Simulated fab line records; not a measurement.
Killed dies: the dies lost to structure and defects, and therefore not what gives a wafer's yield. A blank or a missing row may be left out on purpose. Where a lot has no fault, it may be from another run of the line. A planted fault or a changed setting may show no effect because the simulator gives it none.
fab line records	flow nand_harc	part 2 of 2: steps 24 to 32 of 32
[record] lots = 5	wafers = 15	last_day = 24
route steps=1159 shown A_SLIT@795 A_SIN_REMOVE@804 A_WL_FILL@809
lots that met no fault: taken from a fault-free run of the same line
start_h: hours from the record's opening day to when the first of the lot's shown wafers began	wait_h: time in hours since the lot's previous step	" the same as in the row above	L1.1+2: a single row standing in for several wafers	- no value, or no start given	* or withheld: withheld	< > ~ a bound
route shown NAME@n: NAME is a module with steps in the file, n the number in the route of the first one	usual: the fault-free wafers' mean and standard deviation	same: alike in all rows	chamber/n: place in a boat	sites: each site's reading	_std_site: their standard deviation	_edge_site: mean of outer sites minus mean of inner sites	radius_mm: for every site, how far away it sits from the centre of the wafer	mask NAME#n: copy n	behind: tool/chamber where the wafer was last shaped	hold: why the lot was held/for how many hours/how that ended	device: which transistor (n, p or np) failed to switch	end of line: at the end of the route, the tests of the same wafers	step lacking rows: just its recipe	killed: not the wafer's yield, but the dies lost to structure and defects at the first sort	map: the dies of a wafer, with x for killed, . for not killed, _ for no die there
set.NAME: setting as actually run; set.NAME@STEP: the setting as run at that earlier step	model.NAME: the simulator's own value behind a step, which no gauge read
lots seen at some steps along the route; tables by step, rows by wafer
services: the hour from which a tool's chamber was out of use, counted from the record's first day as start_h (under 0 if before that day), plus the number of hours and why
[[steps]]
[step NHARC_A_WL_FILL_ANNEAL_08]
[recipe] temp_c = 450	time_s = 1800
[usual] tube_center_temp_C_max = 451.15/0.18	zone_power_lower_pct = 5.7/0.58	zone_power_top_pct = 11.0/0.73
lot.wafer	tool	chamber	start_h	wait_h	tube_center_temp_C_max	zone_power_lower_pct	zone_power_top_pct
L074.3	furnace-02	0	343.71	-	451.00	5.0	10.1
L074.4	"	0	"	"	450.94	4.9	10.1
L074.6	"	0	"	"	451.10	4.9	10.2
L075.2	furnace-02	0	343.71	-	451.14	4.9	10.2
L075.3	"	0	"	"	451.36	4.9	10.0
L075.6	"	0	"	"	451.04	5.0	10.0
L080.1	furnace-08	0	365.53	-	451.20	6.2	11.7
L080.2	"	0	"	"	451.15	6.1	11.7
L080.6	"	0	"	"	451.06	6.2	11.5
L086.4	furnace-02	0	420.45	-	450.93	5.0	10.1
L086.5	"	0	"	"	450.78	4.9	10.0
L086.6	"	0	"	"	450.89	4.9	10.1
L096.1	furnace-08	0	475.71	-	451.40	6.1	11.5
L096.5	"	0	"	"	451.14	6.1	11.4
L096.6	"	0	"	"	451.28	6.0	11.6
[step NHARC_A_WL_FILL_ALD_10]
[recipe] target_thk_a = 500	pulse_time_s = 10	ald_cycles = 500	temp_c = 300	material = SiO2
[usual] heater_power_w = 455/57	precursor_pulse_height_rel = 1.001/0.021
lot.wafer	tool	chamber	start_h	wait_h	heater_power_w	precursor_pulse_height_rel
L075.2	ald_hk-01	0	345.21	0.1	494	1.001
L075.3	"	1	"	"	417	0.984
L075.6	"	1	347.80	2.6	413	1.038
L074.4	ald_hk-04	3	345.71	0.6	537	1.004
L074.3	"	1	346.72	1.6	508	1.019
L074.6	"	2	"	"	507	0.981
L080.2	ald_hk-01	0	368.52	1.6	511	1.001
L080.1	"	2	369.55	2.6	417	0.989
L080.6	"	0	370.59	3.6	480	1.010
L086.4	ald_hk-03	0	424.32	2.4	387	1.011
L086.5	"	1	"	"	379	0.994
L086.6	"	2	"	"	469	1.017
L096.1	ald_hk-01	3	478.25	1.1	433	1.004
L096.6	"	1	479.29	2.1	397	0.991
L096.5	"	2	"	"	406	0.976
[step NHARC_A_WL_FILL_ETCHBACK_16]
[recipe] target_depth_a = 880	time_s = 17.6	c4f8_flow_sccm = withheld	o2_flow_sccm = 8	ar_flow_sccm = withheld	rf_w = 600	bias_w = 800	chemistry = C4F8/O2/Ar
[usual] oes_product_au = 0.98/0.033	rf_vpp_V = 722/3.9
lot.wafer	tool	chamber	start_h	wait_h	oes_product_au	rf_hours_counter_h	rf_vpp_V
L074.4	rie_diel-12	3	-	-	0.93	4.0	723
L074.3	"	1	"	"	0.92	3.9	718
L074.6	"	0	"	"	0.92	-	726
L075.3	rie_diel-12	2	-	-	0.91	4.1	716
L075.2	"	3	"	"	0.92	4.0	723
L075.6	"	1	"	"	0.91	-	718
L080.2	rie_diel-03	3	-	-	0.92	5.6	721
L080.1	"	1	"	"	0.93	6.1	716
L080.6	"	3	"	"	0.93	-	719
L086.4	rie_diel-03	2	-	-	0.97	1.1	727
L086.5	"	3	"	"	0.96	-	721
L086.6	"	0	"	"	0.97	-	725
L096.1	rie_diel-03	1	-	-	0.98	2.5	716
L096.6	"	2	"	"	0.98	-	727
L096.5	"	3	"	"	0.96	-	721
[step NHARC_A_WL_FILL_STRIP_29]
[recipe] time_s = 20	o2_flow_sccm = 500	ar_flow_sccm = 0	bias_w = 0	chemistry = O2
[usual] drypump_motor_current_A = 5.8/0.4	oes_product_au = 1.002/0.0077	rf_vpp_V = 57.6/0.94	showerhead_plenum_p_Torr = 3.48/0.13	throttle_valve_pct = 17.036/0.0084
lot.wafer	tool	chamber	start_h	wait_h	drypump_motor_current_A	oes_product_au	rf_hours_counter_h	rf_vpp_V	showerhead_plenum_p_Torr	throttle_valve_pct
L074.3	rie_diel-12	0	349.98	0.1	6.0	0.987	3.7	58.4	3.62	17.046
L074.4	"	2	"	"	5.7	0.992	4.2	55.8	3.32	17.033
L074.6	"	0	"	"	6.0	0.985	-	55.6	3.62	17.038
L075.2	rie_diel-12	3	349.99	0.1	6.0	0.996	4.0	57.4	3.55	17.038
L075.3	"	1	"	"	5.5	0.989	3.9	57.1	3.38	17.033
L075.6	"	2	"	"	5.7	0.996	-	56.5	3.32	17.031
L080.2	rie_diel-03	2	373.27	0.1	6.1	1.023	6.2	58.1	3.62	17.038
L080.1	"	3	"	"	6.2	1.008	5.7	58.1	3.44	17.042
L080.6	"	2	"	"	6.1	1.016	-	58.8	3.62	17.029
L086.4	rie_diel-03	1	427.51	0.1	5.7	1.007	1.1	56.4	3.31	17.031
L086.6	"	1	"	"	5.7	1.008	-	57.2	3.31	17.036
L086.5	"	2	"	"	6.1	1.004	-	58.3	3.62	17.037
L096.1	rie_diel-03	1	481.97	0.1	5.8	1.005	2.5	56.8	3.31	17.038
L096.5	"	1	"	"	5.7	1.003	-	57.8	3.31	17.038
L096.6	"	2	"	"	6.1	0.987	-	59.5	3.62	17.041
[step NHARC_A_WL_FILL_ETCHBACK_17]
[recipe] target_depth_a = 40	time_s = 26.7	chemistry = Cl2/BCl3
[usual] drypump_motor_current_A = 5.6/0.54	oes_product_au = 1.000/0.0071
lot.wafer	tool	chamber	start_h	wait_h	drypump_motor_current_A	oes_product_au	rf_hours_counter_h
L075.2	rie_metal-02	1	350.10	-	4.9	0.999	4.7
L075.3	"	1	"	"	4.9	1.011	-
L075.6	"	0	"	"	5.5	0.998	-
L074.3	rie_metal-01	1	350.10	-	5.9	0.989	-
L074.4	"	0	"	"	5.8	0.996	-
L074.6	"	0	"	"	5.8	0.989	-
L080.1	rie_metal-02	0	373.35	-	5.5	0.984	4.6
L080.2	"	1	"	"	4.9	0.985	5.6
L080.6	"	0	"	"	5.5	0.999	-
L086.4	rie_metal-02	0	427.66	-	5.5	0.999	-
L086.6	"	1	"	"	4.9	1.001	-
L086.5	"	0	"	"	5.5	1.002	-
L096.1	rie_metal-03	1	482.06	-	5.1	1.012	0.3
L096.5	"	1	"	"	5.2	1.006	-
L096.6	"	0	"	"	6.5	1.000	-
[step NHARC_A_WL_FILL_PRECLEAN_18]
[recipe] time_s = 30	chemistry = dHF
lot.wafer	tool	chamber	start_h	wait_h
L074.4+3+6	wet_bench-07	0,2,5	350.24	0.1
L075.6+3+2	wet_bench-09	6,0,2	350.27	0.1
L080.2+1+6	wet_bench-09	4,6,7	373.54	0.1
L086.5+6+4	wet_bench-09	4,5,6	427.80	0.1
L096.5+1+6	wet_bench-07	1,3,4	482.24	0.1
[step NHARC_A_WL_FILL_SRD_21]
lot.wafer	tool	chamber	start_h	wait_h
L074.4+3+6	wet_bench-07	0,2,5	350.27	0.0
L075.6+3+2	wet_bench-09	6,0,2	350.29	0.0
L080.2+1+6	wet_bench-09	4,6,7	373.57	0.0
L086.5+6+4	wet_bench-09	4,5,6	427.84	0.0
L096.5+1+6	wet_bench-07	1,3,4	482.27	0.0
[step NHARC_A_WL_FILL_CVD_23]
[recipe] target_thk_a = 400	temp_c = 620	pressure_mtorr = 200	time_s = 800	material = poly-Si
[usual] zone_power_lower_pct = 9.2/1	zone_power_top_pct = 20.5/2
lot.wafer	tool	chamber	start_h	wait_h	zone_power_lower_pct	zone_power_top_pct
L074.3	lpcvd_poly-01	0	352.52	2.3	8.1	20.5
L074.4	"	0	"	"	8.0	20.9
L074.6	"	0	"	"	8.1	20.5
L075.2	lpcvd_poly-01	0	352.52	2.2	8.2	20.8
L075.3	"	0	"	"	8.0	20.6
L075.6	"	0	"	"	8.1	20.1
L080.1	lpcvd_poly-01	0	375.82	2.3	8.1	20.2
L080.2	"	0	"	"	8.2	20.1
L080.6	"	0	"	"	8.2	20.1
L086.4	lpcvd_poly-02	0	429.44	1.6	10.4	22.9
L086.5	"	0	"	"	10.7	23.6
L086.6	"	0	"	"	10.7	23.2
L096.1	lpcvd_poly-04	0	484.87	2.6	9.0	18.3
L096.5	"	0	"	"	9.0	18.6
L096.6	"	0	"	"	9.1	18.4
[step NHARC_A_WL_FILL_ETCHBACK_26]
[recipe] target_depth_a = 520	time_s = 13.3	hbr_flow_sccm = 150	rf_w = 350	icp_w = 350	bias_w = 60	chemistry = HBr
[usual] drypump_motor_current_A = 5.7/0.45	oes_product_au = 1.005/0.0082	throttle_valve_pct = 23.266/0.0089
lot.wafer	tool	chamber	start_h	wait_h	drypump_motor_current_A	oes_product_au	rf_hours_counter_h	throttle_valve_pct
L075.3	rie_si-05	0	355.05	0.4	5.8	1.002	0.9	23.271
L075.2	"	3	"	"	5.4	0.990	0.9	23.255
L075.6	"	0	"	"	5.9	0.990	-	23.273
L074.3	rie_si-04	0	355.06	0.4	5.7	1.023	0.5	23.268
L074.4	"	1	"	"	4.9	1.009	0.5	23.285
L074.6	"	3	"	"	5.9	1.008	-	23.269
L080.2	rie_si-03	2	378.40	0.4	5.2	1.006	0.2	23.252
L080.1	"	0	"	"	5.6	1.013	0.3	23.269
L080.6	"	3	"	"	5.8	1.009	-	23.269
L086.4	rie_si-03	0	432.08	0.4	5.6	1.000	0.8	23.259
L086.6	"	1	"	"	5.9	1.006	-	23.256
L086.5	"	2	"	"	5.2	1.001	-	23.264
L096.1	rie_si-03	0	487.47	0.4	5.6	1.016	1.1	23.257
L096.6	"	3	"	"	5.8	1.008	-	23.265
L096.5	"	1	"	"	5.8	1.010	-	23.268
[[services]]
tool	chamber	start_h	hours	kind
cvd_w-01	-	294.69	13.0	pm
wet_bench-06	-	305.60	8.0	pm
rie_diel-05	3	325.31	9.6	repair
rie_diel-09	2	328.17	17.4	repair
wet_bench-06	-	329.67	2.6	repair
rie_diel-11	0	347.36	12.1	repair
rie_diel-03	3	350.89	9.4	repair
rie_diel-03	2	355.52	1.6	repair
rie_diel-09	3	362.15	20.2	repair
rie_diel-11	-	366.50	9.0	pm
wet_bench-07	-	382.58	0.5	repair
rie_metal-02	-	388.00	9.0	pm
rie_diel-03	-	392.33	9.0	pm
rie_diel-03	-	402.13	0.8	repair
rie_diel-11	2	427.88	8.1	repair
rie_diel-09	-	431.28	9.0	pm
rie_diel-11	3	433.79	7.4	repair
wet_bench-07	-	448.00	8.0	pm
rie_diel-03	2	449.20	11.8	repair
rie_metal-03	-	453.00	9.0	pm
rie_diel-11	0	455.08	2.8	repair
rie_diel-11	0	462.87	3.9	repair
wet_bench-09	-	464.80	8.0	pm
wet_bench-06	-	481.60	8.0	pm
